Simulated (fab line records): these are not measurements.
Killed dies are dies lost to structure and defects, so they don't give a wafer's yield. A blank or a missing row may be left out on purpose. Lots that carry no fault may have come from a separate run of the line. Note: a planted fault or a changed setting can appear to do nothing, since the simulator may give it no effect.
fab line records :: flow n5Finfet
[record]
  lots = 11
  wafers = 33
  lastDay = 18
route steps=1938 shown BEOL_M11@1554
lots that met no fault: from a run of the same line without faults
startH: hours from the record's first day to the start of the lot's first wafer shown :: waitH: hours from the lot's prior step to this one :: " same as the row above :: L1.1+2: a single row standing in for several wafers :: - no value, or no start given :: * or withheld: withheld :: < > ~ a bound
route shown NAME@n: a module of which the file shows steps, and the number in the route of the first :: usual: average and standard deviation across the fault-free wafers :: same: alike in all rows :: chamber/n: place in a boat :: sites: the reading at each site :: _std_site: how widely they spread, as a standard deviation :: _edge_site: the outer-site mean with the inner-site mean subtracted :: radiusMm: for every site, how far away it sits from the centre of the wafer :: mask NAME#n: copy n :: behind: the tool/chamber that last shaped the wafer :: hold: reason for holding the lot/hours on hold/outcome of the hold :: device: names the non-switching transistor (n, p or np) :: end of line: tests of these same wafers at the route's end :: where a step has no rows: the recipe by itself :: killed: at the first sort, the dies lost to defects and structure; wafer yield is something else :: map: per-die view of a wafer (x killed, . not killed, _ where there is no die)
set.NAME: the setting as run; set.NAME@STEP: as run at that earlier step :: model.NAME: the simulator's own value behind a step, which no gauge read
steps of the route over a sample of lots; a table a step, a row a wafer
services: a tool's chamber out of use, with start hour (startH, from the record's first day; less than 0 if before it), hours out, and reason
[[steps]]
[step N5_BEOL_M11_ETCH_62]
[recipe]
  chemistry = N2/H2
  target = SOC
  targetDepthA = 1100
  overetchA = 220
  maskMaterial = SiARC
  tempC = 40
  timeS = 165
  ionEnergyEv = 200
  pressureMtorr = 30
  sourceW = 840
  biasW = 150
  n2FlowSccm = 200
  h2FlowSccm = 200
[usual]
  drypumpMotorCurrentA = 5.8/0.62
  oesProductAu = 0.70/0.073
  rfVppV = 524.5/2.9
  showerheadPlenumPTorr = 2.56/0.093
  throttleValvePct = 17.76/0.21
lot.wafer: L596.3
tool: rieDiel-03
chamber: 1
startH: 223.03
waitH: 0.0
drypumpMotorCurrentA: 6.1
oesProductAu: 0.62
rfHoursCounterH: 155
rfVppV: 526.5
showerheadPlenumPTorr: 2.65
throttleValvePct: 17.87

lot.wafer: L596.4
tool: rieDiel-03
chamber: 0
startH: 223.03
waitH: 0.0
drypumpMotorCurrentA: 5.1
oesProductAu: 0.61
rfHoursCounterH: 180
rfVppV: 519.8
showerheadPlenumPTorr: 2.43
throttleValvePct: 17.66

lot.wafer: L596.5
tool: rieDiel-03
chamber: 2
startH: 223.03
waitH: 0.0
drypumpMotorCurrentA: 5.5
oesProductAu: 0.61
rfHoursCounterH: -
rfVppV: 524.2
showerheadPlenumPTorr: 2.52
throttleValvePct: 18.08

lot.wafer: L601.1
tool: rieDiel-01
chamber: 2
startH: 253.77
waitH: 0.0
drypumpMotorCurrentA: 6.6
oesProductAu: 0.77
rfHoursCounterH: 14
rfVppV: 522.8
showerheadPlenumPTorr: 2.49
throttleValvePct: 17.83

lot.wafer: L601.4
tool: rieDiel-01
chamber: 3
startH: 253.77
waitH: 0.0
drypumpMotorCurrentA: 6.3
oesProductAu: 0.64
rfHoursCounterH: 130
rfVppV: 522.2
showerheadPlenumPTorr: 2.45
throttleValvePct: 17.68

lot.wafer: L601.6
tool: rieDiel-01
chamber: 3
startH: 253.77
waitH: 0.0
drypumpMotorCurrentA: 6.2
oesProductAu: 0.65
rfHoursCounterH: -
rfVppV: 521.3
showerheadPlenumPTorr: 2.45
throttleValvePct: 17.68

lot.wafer: L599.1
tool: rieDiel-04
chamber: 0
startH: 257.38
waitH: 0.0
drypumpMotorCurrentA: 5.4
oesProductAu: 0.63
rfHoursCounterH: 184
rfVppV: 526.1
showerheadPlenumPTorr: 2.64
throttleValvePct: 18.09

lot.wafer: L599.3
tool: rieDiel-04
chamber: 1
startH: 257.38
waitH: 0.0
drypumpMotorCurrentA: 5.4
oesProductAu: 0.75
rfHoursCounterH: 31
rfVppV: 524.9
showerheadPlenumPTorr: 2.58
throttleValvePct: 17.63

lot.wafer: L599.6
tool: rieDiel-04
chamber: 0
startH: 257.38
waitH: 0.0
drypumpMotorCurrentA: 5.3
oesProductAu: 0.64
rfHoursCounterH: -
rfVppV: 527.1
showerheadPlenumPTorr: 2.64
throttleValvePct: 18.09

lot.wafer: L604.1
tool: rieDiel-03
chamber: 2
startH: 283.04
waitH: 0.0
drypumpMotorCurrentA: 5.4
oesProductAu: 0.60
rfHoursCounterH: 220
rfVppV: 521.3
showerheadPlenumPTorr: 2.51
throttleValvePct: 18.12

lot.wafer: L604.5
tool: rieDiel-03
chamber: 2
startH: 283.04
waitH: 0.0
drypumpMotorCurrentA: 5.5
oesProductAu: 0.60
rfHoursCounterH: -
rfVppV: 522.4
showerheadPlenumPTorr: 2.51
throttleValvePct: 18.12

lot.wafer: L604.6
tool: rieDiel-03
chamber: 1
startH: 283.04
waitH: 0.0
drypumpMotorCurrentA: 6.1
oesProductAu: 0.61
rfHoursCounterH: -
rfVppV: 526.0
showerheadPlenumPTorr: 2.64
throttleValvePct: 17.94

lot.wafer: L605.4
tool: rieDiel-01
chamber: 2
startH: 290.90
waitH: 0.1
drypumpMotorCurrentA: 6.6
oesProductAu: 0.76
rfHoursCounterH: -
rfVppV: 522.4
showerheadPlenumPTorr: 2.49
throttleValvePct: 17.82

lot.wafer: L605.5
tool: rieDiel-01
chamber: 0
startH: 290.90
waitH: 0.1
drypumpMotorCurrentA: 5.9
oesProductAu: 0.74
rfHoursCounterH: -
rfVppV: 528.0
showerheadPlenumPTorr: 2.69
throttleValvePct: 17.54

lot.wafer: L605.6
tool: rieDiel-01
chamber: 1
startH: 290.90
waitH: 0.1
drypumpMotorCurrentA: 4.7
oesProductAu: 0.75
rfHoursCounterH: -
rfVppV: 525.2
showerheadPlenumPTorr: 2.60
throttleValvePct: 17.80

lot.wafer: L612.3
tool: rieDiel-04
chamber: 0
startH: 329.21
waitH: 0.0
drypumpMotorCurrentA: 5.4
oesProductAu: 0.62
rfHoursCounterH: 209
rfVppV: 525.3
showerheadPlenumPTorr: 2.63
throttleValvePct: 18.13

lot.wafer: L612.4
tool: rieDiel-04
chamber: 3
startH: 329.21
waitH: 0.0
drypumpMotorCurrentA: 6.8
oesProductAu: 0.81
rfHoursCounterH: 2
rfVppV: 528.7
showerheadPlenumPTorr: 2.71
throttleValvePct: 17.26

lot.wafer: L612.5
tool: rieDiel-04
chamber: 0
startH: 329.21
waitH: 0.0
drypumpMotorCurrentA: 5.4
oesProductAu: 0.62
rfHoursCounterH: -
rfVppV: 526.1
showerheadPlenumPTorr: 2.63
throttleValvePct: 18.13

lot.wafer: L613.2
tool: rieDiel-01
chamber: 2
startH: 337.17
waitH: 0.0
drypumpMotorCurrentA: 6.6
oesProductAu: 0.74
rfHoursCounterH: 39
rfVppV: 521.9
showerheadPlenumPTorr: 2.48
throttleValvePct: 17.86

lot.wafer: L613.4
tool: rieDiel-01
chamber: 3
startH: 337.17
waitH: 0.0
drypumpMotorCurrentA: 6.2
oesProductAu: 0.63
rfHoursCounterH: 153
rfVppV: 521.0
showerheadPlenumPTorr: 2.44
throttleValvePct: 17.71

lot.wafer: L613.6
tool: rieDiel-01
chamber: 3
startH: 337.17
waitH: 0.0
drypumpMotorCurrentA: 6.2
oesProductAu: 0.63
rfHoursCounterH: -
rfVppV: 520.4
showerheadPlenumPTorr: 2.44
throttleValvePct: 17.71

lot.wafer: L615.1
tool: rieDiel-04
chamber: 3
startH: 344.80
waitH: 0.0
drypumpMotorCurrentA: 6.8
oesProductAu: 0.80
rfHoursCounterH: 8
rfVppV: 527.9
showerheadPlenumPTorr: 2.71
throttleValvePct: 17.26

lot.wafer: L615.4
tool: rieDiel-04
chamber: 2
startH: 344.80
waitH: 0.0
drypumpMotorCurrentA: 6.1
oesProductAu: 0.76
rfHoursCounterH: 28
rfVppV: 521.1
showerheadPlenumPTorr: 2.49
throttleValvePct: 17.68

lot.wafer: L615.6
tool: rieDiel-04
chamber: 0
startH: 344.80
waitH: 0.0
drypumpMotorCurrentA: 5.4
oesProductAu: 0.62
rfHoursCounterH: -
rfVppV: 525.2
showerheadPlenumPTorr: 2.63
throttleValvePct: 18.16

lot.wafer: L616.1
tool: rieDiel-01
chamber: 0
startH: 348.00
waitH: 0.0
drypumpMotorCurrentA: 5.9
oesProductAu: 0.72
rfHoursCounterH: 73
rfVppV: 528.4
showerheadPlenumPTorr: 2.68
throttleValvePct: 17.57

lot.wafer: L616.3
tool: rieDiel-01
chamber: 3
startH: 348.00
waitH: 0.0
drypumpMotorCurrentA: 6.2
oesProductAu: 0.62
rfHoursCounterH: 156
rfVppV: 522.5
showerheadPlenumPTorr: 2.44
throttleValvePct: 17.72

lot.wafer: L616.4
tool: rieDiel-01
chamber: 2
startH: 348.00
waitH: 0.0
drypumpMotorCurrentA: 6.6
oesProductAu: 0.73
rfHoursCounterH: 42
rfVppV: 521.7
showerheadPlenumPTorr: 2.48
throttleValvePct: 17.87

lot.wafer: L617.2
tool: rieDiel-03
chamber: 3
startH: 364.39
waitH: 0.0
drypumpMotorCurrentA: 6.4
oesProductAu: 0.69
rfHoursCounterH: 73
rfVppV: 528.1
showerheadPlenumPTorr: 2.68
throttleValvePct: 17.53

lot.wafer: L617.3
tool: rieDiel-03
chamber: 1
startH: 364.39
waitH: 0.0
drypumpMotorCurrentA: 6.1
oesProductAu: 0.59
rfHoursCounterH: 202
rfVppV: 527.1
showerheadPlenumPTorr: 2.63
throttleValvePct: 17.97

lot.wafer: L617.4
tool: rieDiel-03
chamber: 0
startH: 364.39
waitH: 0.0
drypumpMotorCurrentA: 5.2
oesProductAu: 0.58
rfHoursCounterH: 218
rfVppV: 520.5
showerheadPlenumPTorr: 2.41
throttleValvePct: 17.72

lot.wafer: L619.2
tool: rieDiel-01
chamber: 2
startH: 372.08
waitH: 0.0
drypumpMotorCurrentA: 6.6
oesProductAu: 0.72
rfHoursCounterH: 50
rfVppV: 521.0
showerheadPlenumPTorr: 2.48
throttleValvePct: 17.87

lot.wafer: L619.3
tool: rieDiel-01
chamber: 1
startH: 372.08
waitH: 0.0
drypumpMotorCurrentA: 4.7
oesProductAu: 0.71
rfHoursCounterH: 56
rfVppV: 524.5
showerheadPlenumPTorr: 2.59
throttleValvePct: 17.84

lot.wafer: L619.4
tool: rieDiel-01
chamber: 0
startH: 372.08
waitH: 0.0
drypumpMotorCurrentA: 5.9
oesProductAu: 0.71
rfHoursCounterH: 81
rfVppV: 528.2
showerheadPlenumPTorr: 2.68
throttleValvePct: 17.57
[step N5_BEOL_M11_STRIP_19]
[recipe]
  chemistry = O2
  powerW = 400
  tempC = 40
  pressureMtorr = 30
  rfFrequencyHz = 6e+07
  biasPowerW = 0
  overashFraction = 0.2
  o2FlowSccm = 225
[usual]
  drypumpMotorCurrentA = 5.9/0.59
  oesProductAu = 0.81/0.096
  rfVppV = 3.7/0.55
  showerheadPlenumPTorr = 2.11/0.08
  throttleValvePct = 16.62/0.19
lot.wafer: L596.3
tool: rieDiel-03
chamber: 1
startH: 223.40
waitH: 0.1
drypumpMotorCurrentA: 6.1
oesProductAu: 0.73
rfHoursCounterH: 155
rfVppV: 4.1
showerheadPlenumPTorr: 2.19
throttleValvePct: 16.84

lot.wafer: L596.4
tool: rieDiel-03
chamber: 2
startH: 223.40
waitH: 0.1
drypumpMotorCurrentA: 5.5
oesProductAu: 0.72
rfHoursCounterH: 201
rfVppV: 3.1
showerheadPlenumPTorr: 2.07
throttleValvePct: 16.77

lot.wafer: L596.5
tool: rieDiel-03
chamber: 1
startH: 223.40
waitH: 0.1
drypumpMotorCurrentA: 6.1
oesProductAu: 0.73
rfHoursCounterH: -
rfVppV: 3.3
showerheadPlenumPTorr: 2.19
throttleValvePct: 16.84

lot.wafer: L601.1
tool: rieDiel-04
chamber: 1
startH: 254.07
waitH: 0.1
drypumpMotorCurrentA: 5.4
oesProductAu: 0.91
rfHoursCounterH: 30
rfVppV: 4.2
showerheadPlenumPTorr: 2.13
throttleValvePct: 16.52

lot.wafer: L601.4
tool: rieDiel-04
chamber: 3
startH: 254.07
waitH: 0.1
drypumpMotorCurrentA: 6.8
oesProductAu: 0.67
rfHoursCounterH: -
rfVppV: 3.5
showerheadPlenumPTorr: 1.98
throttleValvePct: 16.61

lot.wafer: L601.6
tool: rieDiel-04
chamber: 0
startH: 254.07
waitH: 0.1
drypumpMotorCurrentA: 5.4
oesProductAu: 0.75
rfHoursCounterH: -
rfVppV: 3.0
showerheadPlenumPTorr: 2.17
throttleValvePct: 16.83

lot.wafer: L599.1
tool: rieDiel-04
chamber: 1
startH: 257.68
waitH: 0.1
drypumpMotorCurrentA: 5.4
oesProductAu: 0.90
rfHoursCounterH: 31
rfVppV: 3.4
showerheadPlenumPTorr: 2.13
throttleValvePct: 16.51

lot.wafer: L599.3
tool: rieDiel-04
chamber: 0
startH: 257.68
waitH: 0.1
drypumpMotorCurrentA: 5.4
oesProductAu: 0.74
rfHoursCounterH: 184
rfVppV: 4.2
showerheadPlenumPTorr: 2.17
throttleValvePct: 16.83

lot.wafer: L599.6
tool: rieDiel-04
chamber: 1
startH: 257.68
waitH: 0.1
drypumpMotorCurrentA: 5.4
oesProductAu: 0.89
rfHoursCounterH: -
rfVppV: 3.7
showerheadPlenumPTorr: 2.13
throttleValvePct: 16.53

lot.wafer: L604.1
tool: rieDiel-04
chamber: 3
startH: 283.35
waitH: 0.1
drypumpMotorCurrentA: 6.8
oesProductAu: 0.65
rfHoursCounterH: 246
rfVppV: 4.1
showerheadPlenumPTorr: 1.98
throttleValvePct: 16.62

lot.wafer: L604.5
tool: rieDiel-04
chamber: 3
startH: 283.35
waitH: 0.1
drypumpMotorCurrentA: 6.7
oesProductAu: 0.66
rfHoursCounterH: -
rfVppV: 4.4
showerheadPlenumPTorr: 1.98
throttleValvePct: 16.62

lot.wafer: L604.6
tool: rieDiel-04
chamber: 0
startH: 283.35
waitH: 0.1
drypumpMotorCurrentA: 5.4
oesProductAu: 0.74
rfHoursCounterH: -
rfVppV: 2.7
showerheadPlenumPTorr: 2.16
throttleValvePct: 16.86

lot.wafer: L605.4
tool: rieDiel-01
chamber: 2
startH: 291.16
waitH: 0.1
drypumpMotorCurrentA: 6.5
oesProductAu: 0.89
rfHoursCounterH: -
rfVppV: 4.0
showerheadPlenumPTorr: 2.06
throttleValvePct: 16.67

lot.wafer: L605.5
tool: rieDiel-01
chamber: 2
startH: 291.16
waitH: 0.1
drypumpMotorCurrentA: 6.5
oesProductAu: 0.90
rfHoursCounterH: -
rfVppV: 3.0
showerheadPlenumPTorr: 2.06
throttleValvePct: 16.67

lot.wafer: L605.6
tool: rieDiel-01
chamber: 1
startH: 291.16
waitH: 0.1
drypumpMotorCurrentA: 4.7
oesProductAu: 0.88
rfHoursCounterH: -
rfVppV: 4.2
showerheadPlenumPTorr: 2.13
throttleValvePct: 16.58

lot.wafer: L612.3
tool: rieDiel-03
chamber: 0
startH: 329.50
waitH: 0.1
drypumpMotorCurrentA: 5.2
oesProductAu: 0.70
rfHoursCounterH: 207
rfVppV: 4.0
showerheadPlenumPTorr: 2.00
throttleValvePct: 16.65

lot.wafer: L612.4
tool: rieDiel-03
chamber: 1
startH: 329.50
waitH: 0.1
drypumpMotorCurrentA: 6.1
oesProductAu: 0.69
rfHoursCounterH: 191
rfVppV: 3.7
showerheadPlenumPTorr: 2.18
throttleValvePct: 16.89

lot.wafer: L612.5
tool: rieDiel-03
chamber: 0
startH: 329.50
waitH: 0.1
drypumpMotorCurrentA: 5.2
oesProductAu: 0.71
rfHoursCounterH: -
rfVppV: 3.7
showerheadPlenumPTorr: 2.00
throttleValvePct: 16.65

lot.wafer: L613.2
tool: rieDiel-03
chamber: 0
startH: 337.58
waitH: 0.2
drypumpMotorCurrentA: 5.1
oesProductAu: 0.70
rfHoursCounterH: 210
rfVppV: 2.9
showerheadPlenumPTorr: 2.00
throttleValvePct: 16.66

lot.wafer: L613.4
tool: rieDiel-03
chamber: 3
startH: 337.58
waitH: 0.2
drypumpMotorCurrentA: 6.4
oesProductAu: 0.83
rfHoursCounterH: 64
rfVppV: 4.2
showerheadPlenumPTorr: 2.23
throttleValvePct: 16.42

lot.wafer: L613.6
tool: rieDiel-03
chamber: 3
startH: 337.58
waitH: 0.2
drypumpMotorCurrentA: 6.4
oesProductAu: 0.84
rfHoursCounterH: -
rfVppV: 3.9
showerheadPlenumPTorr: 2.23
throttleValvePct: 16.43

lot.wafer: L615.1
tool: rieDiel-04
chamber: 3
startH: 345.10
waitH: 0.1
drypumpMotorCurrentA: 6.8
oesProductAu: 0.95
rfHoursCounterH: 8
rfVppV: 3.1
showerheadPlenumPTorr: 2.23
throttleValvePct: 16.19

lot.wafer: L615.4
tool: rieDiel-04
chamber: 1
startH: 345.10
waitH: 0.1
drypumpMotorCurrentA: 5.4
oesProductAu: 0.85
rfHoursCounterH: 61
rfVppV: 3.3
showerheadPlenumPTorr: 2.12
throttleValvePct: 16.56

lot.wafer: L615.6
tool: rieDiel-04
chamber: 1
startH: 345.10
waitH: 0.1
drypumpMotorCurrentA: 5.4
oesProductAu: 0.85
rfHoursCounterH: -
rfVppV: 3.7
showerheadPlenumPTorr: 2.12
throttleValvePct: 16.57

lot.wafer: L616.1
tool: rieDiel-03
chamber: 0
startH: 348.50
waitH: 0.3
drypumpMotorCurrentA: 5.2
oesProductAu: 0.70
rfHoursCounterH: 213
rfVppV: 3.7
showerheadPlenumPTorr: 1.99
throttleValvePct: 16.64

lot.wafer: L616.3
tool: rieDiel-03
chamber: 3
startH: 348.50
waitH: 0.3
drypumpMotorCurrentA: 6.4
oesProductAu: 0.83
rfHoursCounterH: 68
rfVppV: 3.9
showerheadPlenumPTorr: 2.22
throttleValvePct: 16.45

lot.wafer: L616.4
tool: rieDiel-03
chamber: 2
startH: 348.50
waitH: 0.3
drypumpMotorCurrentA: 5.5
oesProductAu: 0.69
rfHoursCounterH: 241
rfVppV: 3.2
showerheadPlenumPTorr: 2.06
throttleValvePct: 16.88

lot.wafer: L617.2
tool: rieDiel-01
chamber: 2
startH: 364.75
waitH: 0.1
drypumpMotorCurrentA: 6.6
oesProductAu: 0.87
rfHoursCounterH: 48
rfVppV: 4.1
showerheadPlenumPTorr: 2.05
throttleValvePct: 16.73

lot.wafer: L617.3
tool: rieDiel-01
chamber: 1
startH: 364.75
waitH: 0.1
drypumpMotorCurrentA: 4.7
oesProductAu: 0.87
rfHoursCounterH: 54
rfVppV: 3.6
showerheadPlenumPTorr: 2.12
throttleValvePct: 16.61

lot.wafer: L617.4
tool: rieDiel-01
chamber: 3
startH: 364.75
waitH: 0.1
drypumpMotorCurrentA: 6.2
oesProductAu: 0.74
rfHoursCounterH: 161
rfVppV: 4.2
showerheadPlenumPTorr: 2.00
throttleValvePct: 16.56

lot.wafer: L619.2
tool: rieDiel-03
chamber: 2
startH: 372.51
waitH: 0.2
drypumpMotorCurrentA: 5.5
oesProductAu: 0.68
rfHoursCounterH: 250
rfVppV: 3.8
showerheadPlenumPTorr: 2.06
throttleValvePct: 16.86

lot.wafer: L619.3
tool: rieDiel-03
chamber: 3
startH: 372.51
waitH: 0.2
drypumpMotorCurrentA: 6.4
oesProductAu: 0.82
rfHoursCounterH: 76
rfVppV: 4.5
showerheadPlenumPTorr: 2.22
throttleValvePct: 16.45

lot.wafer: L619.4
tool: rieDiel-03
chamber: 1
startH: 372.51
waitH: 0.2
drypumpMotorCurrentA: 6.1
oesProductAu: 0.69
rfHoursCounterH: 204
rfVppV: 3.7
showerheadPlenumPTorr: 2.18
throttleValvePct: 16.93
[step N5_BEOL_M11_CD_MEAS_18]
[recipe]
  pitchNm = 140
  targetCdNm = 70
[usual]
  cdNm = 70.0/0.5
lot.wafer: L596.3
tool: cdSem-02
chamber: -
startH: 223.48
waitH: 0.1
cdNm: 70.6

lot.wafer: L596.4
tool: cdSem-02
chamber: -
startH: 223.48
waitH: 0.1
cdNm: 69.9

lot.wafer: L596.5
tool: cdSem-02
chamber: -
startH: 223.48
waitH: 0.1
cdNm: 70.4

lot.wafer: L601.1
tool: cdSem-02
chamber: -
startH: 254.14
waitH: 0.0
cdNm: 69.6

lot.wafer: L601.4
tool: cdSem-02
chamber: -
startH: 254.14
waitH: 0.0
cdNm: 70.1

lot.wafer: L601.6
tool: cdSem-02
chamber: -
startH: 254.14
waitH: 0.0
cdNm: 69.8

lot.wafer: L599.1
tool: cdSem-02
chamber: -
startH: 257.75
waitH: 0.0
cdNm: 69.6

lot.wafer: L599.3
tool: cdSem-02
chamber: -
startH: 257.75
waitH: 0.0
cdNm: 70.6

lot.wafer: L599.6
tool: cdSem-02
chamber: -
startH: 257.75
waitH: 0.0
cdNm: 70.1

lot.wafer: L604.1
tool: cdSem-02
chamber: -
startH: 283.42
waitH: 0.0
cdNm: 70.1

lot.wafer: L604.5
tool: cdSem-02
chamber: -
startH: 283.42
waitH: 0.0
cdNm: 70.2

lot.wafer: L604.6
tool: cdSem-02
chamber: -
startH: 283.42
waitH: 0.0
cdNm: 70.1

lot.wafer: L605.4
tool: cdSem-02
chamber: -
startH: 291.24
waitH: 0.1
cdNm: 70.2

lot.wafer: L605.5
tool: cdSem-02
chamber: -
startH: 291.24
waitH: 0.1
cdNm: 70.4

lot.wafer: L605.6
tool: cdSem-02
chamber: -
startH: 291.24
waitH: 0.1
cdNm: 70.3

lot.wafer: L612.3
tool: cdSem-01
chamber: -
startH: 329.58
waitH: 0.1
cdNm: 69.9

lot.wafer: L612.4
tool: cdSem-01
chamber: -
startH: 329.58
waitH: 0.1
cdNm: 70.4

lot.wafer: L612.5
tool: cdSem-01
chamber: -
startH: 329.58
waitH: 0.1
cdNm: 69.2

lot.wafer: L613.2
tool: cdSem-02
chamber: -
startH: 337.65
waitH: 0.1
cdNm: 70.5

lot.wafer: L613.4
tool: cdSem-02
chamber: -
startH: 337.65
waitH: 0.1
cdNm: 69.9

lot.wafer: L613.6
tool: cdSem-02
chamber: -
startH: 337.65
waitH: 0.1
cdNm: 68.7

lot.wafer: L615.1
tool: cdSem-02
chamber: -
startH: 345.17
waitH: 0.1
cdNm: 68.8

lot.wafer: L615.4
tool: cdSem-02
chamber: -
startH: 345.17
waitH: 0.1
cdNm: 69.1

lot.wafer: L615.6
tool: cdSem-02
chamber: -
startH: 345.17
waitH: 0.1
cdNm: 69.8

lot.wafer: L616.1
tool: cdSem-02
chamber: -
startH: 348.57
waitH: 0.0
cdNm: 69.8

lot.wafer: L616.3
tool: cdSem-02
chamber: -
startH: 348.57
waitH: 0.0
cdNm: 69.8

lot.wafer: L616.4
tool: cdSem-02
chamber: -
startH: 348.57
waitH: 0.0
cdNm: 70.1

lot.wafer: L617.2
tool: cdSem-01
chamber: -
startH: 364.82
waitH: 0.1
cdNm: 71.1

lot.wafer: L617.3
tool: cdSem-01
chamber: -
startH: 364.82
waitH: 0.1
cdNm: 69.7

lot.wafer: L617.4
tool: cdSem-01
chamber: -
startH: 364.82
waitH: 0.1
cdNm: 69.7

lot.wafer: L619.2
tool: cdSem-01
chamber: -
startH: 372.58
waitH: 0.1
cdNm: 70.5

lot.wafer: L619.3
tool: cdSem-01
chamber: -
startH: 372.58
waitH: 0.1
cdNm: 69.6

lot.wafer: L619.4
tool: cdSem-01
chamber: -
startH: 372.58
waitH: 0.1
cdNm: 69.7
[step N5_BEOL_M11_COAT_63]
[recipe]
  resist = SOC
  tempC = 250
  timeS = 60
  spinRpm = 1500
  resistThkNm = 100
[usual]
  spinSpeedRpm = 1500.0/1
lot.wafer: L596.3
tool: lithoTrack-02
chamber: 0
startH: 223.51
waitH: 0.0
spinSpeedRpm: 1499.3

lot.wafer: L596.4
tool: lithoTrack-02
chamber: 0
startH: 223.51
waitH: 0.0
spinSpeedRpm: 1499.4

lot.wafer: L596.5
tool: lithoTrack-02
chamber: 0
startH: 223.51
waitH: 0.0
spinSpeedRpm: 1499.4

lot.wafer: L601.1
tool: lithoTrack-04
chamber: 0
startH: 254.47
waitH: 0.3
spinSpeedRpm: 1500.7

lot.wafer: L601.4
tool: lithoTrack-04
chamber: 0
startH: 254.47
waitH: 0.3
spinSpeedRpm: 1502.4

lot.wafer: L601.6
tool: lithoTrack-04
chamber: 0
startH: 254.47
waitH: 0.3
spinSpeedRpm: 1500.7

lot.wafer: L599.1
tool: lithoTrack-01
chamber: 0
startH: 259.69
waitH: 1.9
spinSpeedRpm: 1500.4

lot.wafer: L599.3
tool: lithoTrack-01
chamber: 0
startH: 259.69
waitH: 1.9
spinSpeedRpm: 1500.3

lot.wafer: L599.6
tool: lithoTrack-01
chamber: 0
startH: 259.69
waitH: 1.9
spinSpeedRpm: 1498.8

lot.wafer: L604.1
tool: lithoTrack-01
chamber: 0
startH: 284.89
waitH: 1.5
spinSpeedRpm: 1499.3

lot.wafer: L604.5
tool: lithoTrack-01
chamber: 0
startH: 284.89
waitH: 1.5
spinSpeedRpm: 1499.6

lot.wafer: L604.6
tool: lithoTrack-01
chamber: 0
startH: 284.89
waitH: 1.5
spinSpeedRpm: 1500.7

lot.wafer: L605.4
tool: lithoTrack-01
chamber: 0
startH: 291.33
waitH: 0.1
spinSpeedRpm: 1500.9

lot.wafer: L605.5
tool: lithoTrack-01
chamber: 0
startH: 291.33
waitH: 0.1
spinSpeedRpm: 1500.1

lot.wafer: L605.6
tool: lithoTrack-01
chamber: 0
startH: 291.33
waitH: 0.1
spinSpeedRpm: 1499.5

lot.wafer: L612.3
tool: lithoTrack-01
chamber: 0
startH: 329.67
waitH: 0.1
spinSpeedRpm: 1500.4

lot.wafer: L612.4
tool: lithoTrack-01
chamber: 0
startH: 329.67
waitH: 0.1
spinSpeedRpm: 1499.3

lot.wafer: L612.5
tool: lithoTrack-01
chamber: 0
startH: 329.67
waitH: 0.1
spinSpeedRpm: 1499.8

lot.wafer: L613.2
tool: lithoTrack-01
chamber: 0
startH: 339.22
waitH: 1.6
spinSpeedRpm: 1566.2

lot.wafer: L613.4
tool: lithoTrack-01
chamber: 0
startH: 339.22
waitH: 1.6
spinSpeedRpm: 1566.5

lot.wafer: L613.6
tool: lithoTrack-01
chamber: 0
startH: 339.22
waitH: 1.6
spinSpeedRpm: 1565.6

lot.wafer: L615.1
tool: lithoTrack-01
chamber: 0
startH: 346.23
waitH: 1.1
spinSpeedRpm: 1566.8

lot.wafer: L615.4
tool: lithoTrack-01
chamber: 0
startH: 346.23
waitH: 1.1
spinSpeedRpm: 1565.5

lot.wafer: L615.6
tool: lithoTrack-01
chamber: 0
startH: 346.23
waitH: 1.1
spinSpeedRpm: 1565.9

lot.wafer: L616.1
tool: lithoTrack-04
chamber: 0
startH: 349.03
waitH: 0.5
spinSpeedRpm: 1499.6

lot.wafer: L616.3
tool: lithoTrack-04
chamber: 0
startH: 349.03
waitH: 0.5
spinSpeedRpm: 1497.8

lot.wafer: L616.4
tool: lithoTrack-04
chamber: 0
startH: 349.03
waitH: 0.5
spinSpeedRpm: 1498.6

lot.wafer: L617.2
tool: lithoTrack-04
chamber: 0
startH: 367.03
waitH: 2.2
spinSpeedRpm: 1500.7

lot.wafer: L617.3
tool: lithoTrack-04
chamber: 0
startH: 367.03
waitH: 2.2
spinSpeedRpm: 1499.9

lot.wafer: L617.4
tool: lithoTrack-04
chamber: 0
startH: 367.03
waitH: 2.2
spinSpeedRpm: 1501.7

lot.wafer: L619.2
tool: lithoTrack-04
chamber: 0
startH: 373.91
waitH: 1.3
spinSpeedRpm: 1499.0

lot.wafer: L619.3
tool: lithoTrack-04
chamber: 0
startH: 373.91
waitH: 1.3
spinSpeedRpm: 1498.7

lot.wafer: L619.4
tool: lithoTrack-04
chamber: 0
startH: 373.91
waitH: 1.3
spinSpeedRpm: 1498.2
[[services]]
tool: rieDiel-04
chamber: -
startH: 211.67
hours: 2.8
kind: pm

tool: rieDiel-01
chamber: -
startH: 217.33
hours: 9.7
kind: repair

tool: rieDiel-04
chamber: -
startH: 217.33
hours: 2.1
kind: repair

tool: rieDiel-01
chamber: -
startH: 229.97
hours: 2.8
kind: pm

tool: rieDiel-04
chamber: 1
startH: 239.23
hours: 6.4
kind: repair

tool: rieDiel-04
chamber: 2
startH: 247.20
hours: -
kind: clean

tool: rieDiel-04
chamber: 2
startH: 247.20
hours: -
kind: consumableReplace:focusRing

tool: rieDiel-04
chamber: 2
startH: 247.20
hours: 17.3
kind: scheduledDown

tool: rieDiel-04
chamber: 2
startH: 247.20
hours: 17.3
kind: ventCycle

tool: lithoTrack-01
chamber: -
startH: 280.77
hours: -
kind: consumableReplace:filter

tool: rieDiel-01
chamber: 3
startH: 284.47
hours: 7.4
kind: repair

tool: rieDiel-04
chamber: 3
startH: 295.36
hours: -
kind: clean

tool: rieDiel-04
chamber: 3
startH: 295.36
hours: -
kind: consumableReplace:focusRing

tool: rieDiel-04
chamber: 3
startH: 295.36
hours: -
kind: consumableReplace:showerhead

tool: rieDiel-04
chamber: 3
startH: 295.36
hours: 27.3
kind: scheduledDown

tool: rieDiel-04
chamber: 3
startH: 295.36
hours: 27.3
kind: ventCycle

tool: rieDiel-03
chamber: 2
startH: 372.84
hours: -
kind: clean

tool: rieDiel-03
chamber: 2
startH: 372.84
hours: -
kind: consumableReplace:focusRing

tool: rieDiel-03
chamber: 2
startH: 372.84
hours: 14.8
kind: scheduledDown

tool: rieDiel-03
chamber: 2
startH: 372.84
hours: 14.8
kind: ventCycle
[[key]]
[firstSign]
  step = N5_BEOL_M11_COAT_63
  reading = spinSpeedRpm
  direction = up
  sigmas = 64
  usual = *
  struck = *
effect none on later readings
metAt N5_BEOL_M11_COAT_63
struckLots L613,L615
notActingAt N5_BEOL_M11_ETCH_62,N5_BEOL_M11_STRIP_19,N5_BEOL_M11_CD_MEAS_18
onsetBetween 329.67 339.22
[fault]
  kind = processParameterDrift
  tool = lithoTrack-01
  chamber = -
  onsetH = 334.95
  steps = N5_BEOL_M11_COAT_63
  channel = spinRpm
  offset = *
  shape = step
  endH = 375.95
  actsIn = *
  stated = *
